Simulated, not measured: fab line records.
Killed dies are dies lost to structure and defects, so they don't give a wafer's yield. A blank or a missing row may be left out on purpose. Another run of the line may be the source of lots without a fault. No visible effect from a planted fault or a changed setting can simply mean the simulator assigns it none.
Split-lot experiment || flow n5_finfet || 21 wafers read from 7 lots, route of 1938 steps

ON THE SPLIT
At N5_BEOL_M6_ETCH_62 (etches SOC in N2/H2, target depth 110 nm, overetch 22 nm, time 165 s), the setting time_s was moved away from the recipe's 165 s on 4 of the 21 wafers read, by +7.2% to +21.9%. All remaining wafers had this setting at the recipe value.

FROM THE SPLIT TO THE READING: what the file shows between them, 2 steps
- N5_BEOL_M6_STRIP_68: strips in N2/H2
- N5_BEOL_M6_STRIP_67: strips in CF4

THE READING
etch.depth_nm (the simulator's own value, which no gauge read), in nm, at N5_BEOL_M6_HM_OPEN_17 (chemistry Cl2/BCl3, target TiN, target depth 20 nm, overetch 6 nm). No usual value for it is given in the file. Here, 17 wafers ran the recipe; their average is 20.11 nm with a standard deviation of 0.22 nm.

{"wafer": "L081.1", "tool, chamber at the split": "rie_diel-03, 2", "time_s as run, s": 165, "against the recipe": "recipe", "etch.depth_nm, nm": 19.97, "against lot-mates on the recipe": "-"}
{"wafer": "L081.3", "tool, chamber at the split": "rie_diel-03, 1", "time_s as run, s": 165, "against the recipe": "recipe", "etch.depth_nm, nm": 19.98, "against lot-mates on the recipe": "-"}
{"wafer": "L081.6", "tool, chamber at the split": "rie_diel-03, 0", "time_s as run, s": 165, "against the recipe": "recipe", "etch.depth_nm, nm": 20.13, "against lot-mates on the recipe": "-"}
{"wafer": "L082.1", "tool, chamber at the split": "rie_diel-06, 2", "time_s as run, s": 165, "against the recipe": "recipe", "etch.depth_nm, nm": 20.08, "against lot-mates on the recipe": "-"}
{"wafer": "L082.4", "tool, chamber at the split": "rie_diel-06, 0", "time_s as run, s": 165, "against the recipe": "recipe", "etch.depth_nm, nm": 20.28, "against lot-mates on the recipe": "-"}
{"wafer": "L082.5", "tool, chamber at the split": "rie_diel-06, 2", "time_s as run, s": 165, "against the recipe": "recipe", "etch.depth_nm, nm": 20.05, "against lot-mates on the recipe": "-"}
{"wafer": "L084.3", "tool, chamber at the split": "rie_diel-03, 3", "time_s as run, s": 165, "against the recipe": "recipe", "etch.depth_nm, nm": 20.2, "against lot-mates on the recipe": "-"}
{"wafer": "L084.4", "tool, chamber at the split": "rie_diel-03, 2", "time_s as run, s": 165, "against the recipe": "recipe", "etch.depth_nm, nm": 20.12, "against lot-mates on the recipe": "-"}
{"wafer": "L084.6", "tool, chamber at the split": "rie_diel-03, 1", "time_s as run, s": 201.1, "against the recipe": "+21.9%", "etch.depth_nm, nm": 16.85, "against lot-mates on the recipe": -3.31}
{"wafer": "L085.1", "tool, chamber at the split": "rie_diel-01, 3,2", "time_s as run, s": 165, "against the recipe": "recipe", "etch.depth_nm, nm": 20.09, "against lot-mates on the recipe": "-"}
{"wafer": "L085.3", "tool, chamber at the split": "rie_diel-01, 3,2", "time_s as run, s": 165, "against the recipe": "recipe", "etch.depth_nm, nm": 19.9, "against lot-mates on the recipe": "-"}
{"wafer": "L085.5", "tool, chamber at the split": "rie_diel-01, 0", "time_s as run, s": 165, "against the recipe": "recipe", "etch.depth_nm, nm": 19.88, "against lot-mates on the recipe": "-"}
{"wafer": "L088.4", "tool, chamber at the split": "rie_diel-06, 0", "time_s as run, s": 165, "against the recipe": "recipe", "etch.depth_nm, nm": 20.12, "against lot-mates on the recipe": "-"}
{"wafer": "L088.5", "tool, chamber at the split": "rie_diel-06, 1", "time_s as run, s": 165, "against the recipe": "recipe", "etch.depth_nm, nm": 20.32, "against lot-mates on the recipe": "-"}
{"wafer": "L088.6", "tool, chamber at the split": "rie_diel-06, 0", "time_s as run, s": 165, "against the recipe": "recipe", "etch.depth_nm, nm": 20.51, "against lot-mates on the recipe": "-"}
{"wafer": "L096.1", "tool, chamber at the split": "rie_diel-06, 3", "time_s as run, s": 165, "against the recipe": "recipe", "etch.depth_nm, nm": 20.3, "against lot-mates on the recipe": "-"}
{"wafer": "L096.2", "tool, chamber at the split": "rie_diel-06, 1", "time_s as run, s": 165, "against the recipe": "recipe", "etch.depth_nm, nm": 20.37, "against lot-mates on the recipe": "-"}
{"wafer": "L096.4", "tool, chamber at the split": "rie_diel-06, 2", "time_s as run, s": 199.6, "against the recipe": "+21.0%", "etch.depth_nm, nm": 16.97, "against lot-mates on the recipe": -3.37}
{"wafer": "L097.1", "tool, chamber at the split": "rie_diel-03, 2", "time_s as run, s": 176.8, "against the recipe": "+7.2%", "etch.depth_nm, nm": 18.62, "against lot-mates on the recipe": -0.90}
{"wafer": "L097.4", "tool, chamber at the split": "rie_diel-03, 3", "time_s as run, s": 165, "against the recipe": "recipe", "etch.depth_nm, nm": 19.52, "against lot-mates on the recipe": "-"}
{"wafer": "L097.5", "tool, chamber at the split": "rie_diel-03, 1", "time_s as run, s": 176.8, "against the recipe": "+7.2%", "etch.depth_nm, nm": 18.65, "against lot-mates on the recipe": -0.87}
When a row names more than one chamber, that row covers several wafers, and the file does not tell which wafer ran in which chamber.

THE FIT
A straight line over all 21 wafers: etch.depth_nm changes by -0.153 nm for each +1% of time_s; r = -0.97; the points scatter about the line by 0.24 nm.
The same after taking each lot's own level away (the mean of its wafers on the recipe; 21 wafers): -0.153 nm for each +1%; r = -0.99; scatter 0.12 nm.
That fit puts the effect of the largest move of time_s on the reading at 3.4 nm.
Measured against the standard deviation above, the lots' own levels, which go from 19.520 to 20.335 nm, span 3.7 times it.
Consequently the slope shifts little with the lot-to-lot level, the two slopes agreeing.
Check: -3.37 nm against its lot-mates is what the line predicts for one of the wafers moved furthest among these (+21.9%) when that wafer is left out of the fit. It came out at -3.31 nm against them.

THE WHOLE CHAIN: every reading that the file lists as answering this split, in the file's order
{"step": "N5_BEOL_M6_ETCH_62", "what it does": "etches SOC in N2/H2, target depth 110 nm, overetch 22 nm, time 165 s", "reading": "SiARC_of_BEOL_M6_COAT_60.thk_nm (the simulator's own value, which no gauge read)", "change (the file's fit)": "-0.0575 nm for each +1% of the setting", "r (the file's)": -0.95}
{"step": "N5_BEOL_M6_HM_OPEN_17", "what it does": "chemistry Cl2/BCl3, target TiN, target depth 20 nm, overetch 6 nm", "reading": "etch.depth_nm (the simulator's own value, which no gauge read)", "change (the file's fit)": "-0.154 nm for each +1% of the setting", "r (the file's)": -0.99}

THE FILE'S OWN FIT
etch.depth_nm changes by -0.154 nm for each +1% of time_s, r = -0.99.
